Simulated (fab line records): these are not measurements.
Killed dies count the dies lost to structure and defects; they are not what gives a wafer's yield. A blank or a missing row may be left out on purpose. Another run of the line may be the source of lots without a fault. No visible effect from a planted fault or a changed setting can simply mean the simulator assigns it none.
What tool caused it? | flow nand_harc | 24 lots, 72 wafers sampled, at 5 steps of a route of 1302

## WHAT EACH GAUGE READ, for each wafer
NHARC_A_SOURCE_PLATE_THK_MEAS_06: measures by ellipsometry.
lot  | measured     | on            | thk_nm (nm)
L074 | day 7 17:16  | film_metro-01 | 194.7 195.6 197.8
L075 | day 8 01:05  | film_metro-02 | 198.8 199.2 199.2
L076 | day 8 16:05  | film_metro-02 | 195.5 196.0 195.9
L077 | day 8 16:05  | film_metro-01 | 198.0 198.9 202.5
L078 | day 9 10:50  | film_metro-01 | 197.8 199.8 196.8
L079 | day 9 16:00  | film_metro-01 | 201.5 201.0 199.9
L080 | day 10 06:50 | film_metro-01 | 199.5 199.3 199.5
L081 | day 10 06:51 | film_metro-02 | 197.8 196.7 199.2
L082 | day 10 23:44 | film_metro-01 | 199.6 199.4 200.9
L083 | day 11 11:13 | film_metro-02 | 199.8 200.4 199.3
L084 | day 12 03:51 | film_metro-01 | 201.5 202.6 202.6
L085 | day 12 07:38 | film_metro-02 | 200.2 199.2 199.9
L086 | day 12 19:32 | film_metro-01 | 197.1 197.5 194.5
L087 | day 12 23:40 | film_metro-01 | 198.3 200.7 197.8
L088 | day 13 19:17 | film_metro-01 | 201.2 202.1 199.9
L089 | day 13 19:17 | film_metro-02 | 199.5 197.5 198.3
L090 | day 14 13:58 | film_metro-02 | 195.3 197.5 196.2
L091 | day 14 21:10 | film_metro-02 | 196.9 199.1 198.4
L092 | day 14 21:11 | film_metro-01 | 196.3 196.1 197.7
L093 | day 15 12:17 | film_metro-02 | 199.6 199.4 199.4
L094 | day 16 05:04 | film_metro-01 | 198.2 200.4 200.4
L095 | day 16 05:04 | film_metro-02 | 199.9 201.6 200.3
L096 | day 16 19:49 | film_metro-01 | 201.1 200.5 202.5
L097 | day 17 15:54 | film_metro-02 | 202.0 199.5 198.3

NHARC_A_CHANNEL_HOLE_D1_CD_MEAS_30.
lot  | measured     | on        | cd_nm (nm)
L074 | day 8 17:50  | cd_sem-02 | 89.4 91.1 89.8
L075 | day 9 01:37  | cd_sem-02 | 91.3 89.2 89.7
L076 | day 9 23:12  | cd_sem-03 | 93.0 93.4 93.6
L077 | day 10 01:06 | cd_sem-03 | 89.7 90.3 92.2
L078 | day 10 18:43 | cd_sem-03 | 92.6 90.8 91.5
L079 | day 10 13:14 | cd_sem-01 | 92.3 91.8 94.4
L080 | day 11 08:07 | cd_sem-03 | 90.8 93.6 92.8
L081 | day 11 07:41 | cd_sem-03 | 91.7 89.3 90.2
L082 | day 12 03:30 | cd_sem-03 | 91.5 92.3 92.4
L083 | day 12 11:54 | cd_sem-03 | 90.7 89.6 86.7
L084 | day 13 02:55 | cd_sem-01 | 89.2 89.7 91.5
L085 | day 13 07:06 | cd_sem-03 | 93.6 89.2 92.7
L086 | day 13 20:29 | cd_sem-02 | 89.1 90.6 89.7
L087 | day 13 23:21 | cd_sem-03 | 90.1 91.5 90.6
L088 | day 14 18:16 | cd_sem-01 | 91.9 91.8 90.7
L089 | day 14 22:28 | cd_sem-02 | 88.9 89.7 92.3
L090 | day 15 20:04 | cd_sem-03 | 91.5 90.9 90.5
L091 | day 16 00:17 | cd_sem-02 | 90.3 90.2 89.2
L092 | day 16 02:43 | cd_sem-03 | 88.5 89.7 89.2
L093 | day 16 12:25 | cd_sem-02 | 92.2 91.2 90.4
L094 | day 17 15:17 | cd_sem-01 | 88.8 90.5 90.0
L095 | day 17 11:08 | cd_sem-01 | 90.9 90.3 89.6
L096 | day 17 20:23 | cd_sem-02 | 92.1 89.4 88.8
L097 | day 18 17:43 | cd_sem-01 | 90.8 91.9 89.1

NHARC_A_ONON_D2_THK_MEAS_14: measures by ellipsometry.
lot  | measured     | on            | thk_nm (nm)
L074 | day 12 14:38 | film_metro-01 | 1019 1017 1019
L075 | day 12 20:16 | film_metro-01 | 1002 1003 1003
L076 | day 13 15:53 | film_metro-01 | 1004 1002 1004
L077 | day 13 15:54 | film_metro-02 | 987 987 987
L078 | day 14 13:53 | film_metro-02 | 1002 1004 1001
L079 | day 14 07:16 | film_metro-01 | 982 981 981
L080 | day 15 04:55 | film_metro-01 | 1013 1013 1012
L081 | day 15 05:05 | film_metro-01 | 1001 1002 1001
L082 | day 15 18:17 | film_metro-01 | 1007 1008 1009
L083 | day 16 05:02 | film_metro-02 | 1006 1004 1004
L084 | day 16 20:41 | film_metro-01 | 993 994 994
L085 | day 17 05:56 | film_metro-02 | 1010 1009 1010
L086 | day 17 16:08 | film_metro-02 | 1027 1027 1026
L087 | day 17 16:08 | film_metro-01 | 993 991 990
L088 | day 18 12:43 | film_metro-01 | 1000 1000 998
L089 | day 18 19:47 | film_metro-02 | 992 990 990
L090 | day 19 12:09 | film_metro-02 | 1011 1010 1010
L091 | day 19 12:12 | film_metro-01 | 980 978 978
L092 | day 19 22:50 | film_metro-02 | 1006 1004 1004
L093 | day 20 15:10 | film_metro-02 | 992 994 993
L094 | day 21 07:13 | film_metro-01 | 998 1000 1000
L095 | day 21 04:16 | film_metro-02 | 999 999 997
L096 | day 21 09:44 | film_metro-01 | 980 981 981
L097 | day 22 05:25 | film_metro-01 | 1003 1001 1001

## WHAT TOOL EACH LOT RAN ON (gives the tool, then ch and the chambers of the sampled wafers, and finally the start)
lot  | NHARC_A_CHANNEL_HOLE_D1_ETCH_21  | NHARC_A_CHANNEL_HOLE_D1_ETCH_26
L074 | har_etch-01 ch 0,1, day 8 12:44  | har_etch-01 ch 0,1, day 8 16:05
L075 | har_etch-02 ch 0,1, day 8 20:29  | har_etch-02 ch 0,1, day 8 23:52
L076 | har_etch-02 ch 0,1, day 9 18:11  | har_etch-02 ch 0,1, day 9 21:29
L077 | har_etch-01 ch 0,1, day 9 20:10  | har_etch-01 ch 0,1, day 9 23:26
L078 | har_etch-02 ch 0,1, day 10 13:34 | har_etch-02 ch 0,1, day 10 16:52
L079 | har_etch-01 ch 0,1, day 10 08:08 | har_etch-01 ch 0,1, day 10 11:29
L080 | har_etch-02 ch 0,1, day 11 02:50 | har_etch-02 ch 0,1, day 11 06:07
L081 | har_etch-01 ch 0,1, day 11 02:32 | har_etch-01 ch 0,1, day 11 05:54
L082 | har_etch-01 ch 0,1, day 11 22:28 | har_etch-01 ch 0,1, day 12 01:47
L083 | har_etch-01 ch 0,1, day 12 06:53 | har_etch-01 ch 0,1, day 12 10:12
L084 | har_etch-02 ch 0,1, day 12 21:56 | har_etch-02 ch 0,1, day 13 01:13
L085 | har_etch-02 ch 0, day 13 02:04   | har_etch-02 ch 0, day 13 05:23
L086 | har_etch-01 ch 0,1, day 13 15:28 | har_etch-01 ch 0,1, day 13 18:42
L087 | har_etch-02 ch 0,1, day 13 18:07 | har_etch-02 ch 0,1, day 13 21:28
L088 | har_etch-02 ch 0,1, day 14 13:11 | har_etch-02 ch 0,1, day 14 16:31
L089 | har_etch-02 ch 0,1, day 14 17:25 | har_etch-02 ch 0,1, day 14 20:45
L090 | har_etch-01 ch 0,1, day 15 14:59 | har_etch-01 ch 0,1, day 15 18:20
L091 | har_etch-01 ch 0,1, day 15 19:13 | har_etch-01 ch 0,1, day 15 22:32
L092 | har_etch-02 ch 0, day 15 17:52   | har_etch-02 ch 0, day 16 00:35
L093 | har_etch-01 ch 0,1, day 16 07:29 | har_etch-01 ch 0,1, day 16 10:44
L094 | har_etch-01 ch 0,1, day 17 10:13 | har_etch-01 ch 0,1, day 17 13:32
L095 | har_etch-01 ch 0,1, day 17 06:17 | har_etch-01 ch 0,1, day 17 09:29
L096 | har_etch-02 ch 0,1, day 17 15:22 | har_etch-02 ch 0,1, day 17 18:40
L097 | har_etch-01 ch 0,1, day 18 12:46 | har_etch-01 ch 0,1, day 18 16:00
- NHARC_A_CHANNEL_HOLE_D1_ETCH_21: etches the open film in C4F8/O2/Ar, time 514.3 s, target depth 1600 nm.
- NHARC_A_CHANNEL_HOLE_D1_ETCH_26: etches the open film in C4F8/O2/Ar, time 224.1 s, target depth 300 nm.

## AS READ BY THE TOOLS THEMSELVES (means over the sampled wafers that have a number; for cases with no such wafer, the mark the record gives instead)
NHARC_A_CHANNEL_HOLE_D1_ETCH_21.
lot  | tool        | drypump_motor_current_A (A) | oes_air_line_au (a.u.) | showerhead_plenum_p_Torr (Torr) | throttle_valve_pct (%)
L074 | har_etch-01 | 5.9                         | 1.017                  | 3.69                            | 32.155
L075 | har_etch-02 | 6.1                         | 0.999                  | 3.71                            | 32.152
L076 | har_etch-02 | 6.4                         | 0.997                  | 3.73                            | 32.144
L077 | har_etch-01 | 5.8                         | 1.002                  | 3.69                            | 32.152
L078 | har_etch-02 | 6.1                         | 1.012                  | 3.70                            | 32.149
L079 | har_etch-01 | 5.9                         | 0.993                  | 3.68                            | 32.155
L080 | har_etch-02 | 6.1                         | 0.992                  | 3.69                            | 32.163
L081 | har_etch-01 | 6.0                         | 0.974                  | 3.64                            | 32.163
L082 | har_etch-01 | 5.9                         | 1.002                  | 3.67                            | 32.157
L083 | har_etch-01 | 6.0                         | 0.995                  | 3.64                            | 32.155
L084 | har_etch-02 | 6.3                         | 0.982                  | 3.71                            | 32.155
L085 | har_etch-02 | 6.6                         | 0.972                  | 3.74                            | 32.156
L086 | har_etch-01 | 5.9                         | 1.013                  | 3.66                            | 32.159
L087 | har_etch-02 | 6.4                         | 1.031                  | 3.70                            | 32.160
L088 | har_etch-02 | 6.1                         | 0.996                  | 3.67                            | 32.150
L089 | har_etch-02 | 6.4                         | 0.977                  | 3.69                            | 32.155
L090 | har_etch-01 | 5.9                         | 0.992                  | 3.65                            | 32.159
L091 | har_etch-01 | 6.0                         | 0.984                  | 3.61                            | 32.156
L092 | har_etch-02 | 6.7                         | 1.001                  | 3.71                            | 32.160
L093 | har_etch-01 | 5.9                         | 1.002                  | 3.64                            | 32.159
L094 | har_etch-01 | 6.0                         | 1.017                  | 3.60                            | 32.157
L095 | har_etch-01 | 6.0                         | 0.996                  | 3.60                            | 32.148
L096 | har_etch-02 | 6.4                         | 0.992                  | 3.67                            | 32.153
L097 | har_etch-01 | 6.0                         | 1.006                  | 3.59                            | 32.156

NHARC_A_CHANNEL_HOLE_D1_ETCH_26.
lot  | tool        | drypump_motor_current_A (A) | oes_air_line_au (a.u.) | showerhead_plenum_p_Torr (Torr) | throttle_valve_pct (%)
L074 | har_etch-01 | 5.9                         | 0.992                  | 3.74                            | 24.582
L075 | har_etch-02 | 6.1                         | 1.003                  | 3.75                            | 24.588
L076 | har_etch-02 | 6.3                         | 1.007                  | 3.78                            | 24.580
L077 | har_etch-01 | 5.8                         | 1.006                  | 3.73                            | 24.591
L078 | har_etch-02 | 6.1                         | 0.981                  | 3.74                            | 24.589
L079 | har_etch-01 | 5.8                         | 1.000                  | 3.73                            | 24.581
L080 | har_etch-02 | 6.1                         | 0.986                  | 3.73                            | 24.583
L081 | har_etch-01 | 6.0                         | 0.987                  | 3.68                            | 24.592
L082 | har_etch-01 | 5.9                         | 1.019                  | 3.72                            | 24.587
L083 | har_etch-01 | 6.0                         | 0.987                  | 3.68                            | 24.581
L084 | har_etch-02 | 6.4                         | 0.997                  | 3.75                            | 24.586
L085 | har_etch-02 | 6.6                         | 0.991                  | 3.78                            | 24.586
L086 | har_etch-01 | 5.8                         | 1.016                  | 3.70                            | 24.586
L087 | har_etch-02 | 6.3                         | 0.998                  | 3.74                            | 24.584
L088 | har_etch-02 | 6.1                         | 0.995                  | 3.71                            | 24.588
L089 | har_etch-02 | 6.3                         | 1.030                  | 3.74                            | 24.584
L090 | har_etch-01 | 5.9                         | 0.986                  | 3.69                            | 24.581
L091 | har_etch-01 | 6.0                         | 0.991                  | 3.65                            | 24.587
L092 | har_etch-02 | 6.7                         | 0.969                  | 3.75                            | 24.578
L093 | har_etch-01 | 5.8                         | 1.008                  | 3.68                            | 24.586
L094 | har_etch-01 | 6.0                         | 0.998                  | 3.63                            | 24.593
L095 | har_etch-01 | 6.0                         | 1.004                  | 3.64                            | 24.581
L096 | har_etch-02 | 6.3                         | 1.023                  | 3.71                            | 24.578
L097 | har_etch-01 | 6.0                         | 1.006                  | 3.62                            | 24.588

## THE ANSWER, worked out from the rows above alone
Rule: what is usual is taken from the lots themselves. Put in order of their means at a reading, lots are off if they are a third of the lots or fewer, leave a main group of 4 or more, and stand apart from it by a gap of 3 or more times the standard deviation of the main group's means; of several such gaps the widest counts. The tables above print the reading to a certain number of digits; a main group whose means all agree to those digits is not used. A lot without any number at a reading at which 4 lots or more have one is off too. Any other lot the step has rows for is counted as sound. After the gauges, taken in route order, come the tools' own readings; for these a lot's mean is taken, as printed above. The first step at which some lot is off is used, and at that step the reading that is off furthest; a lot without a number counts as furthest.
No lot is off on any of the readings shown, so nothing can be concluded from this.

## WHAT THE SIMULATOR HAD INSERTED
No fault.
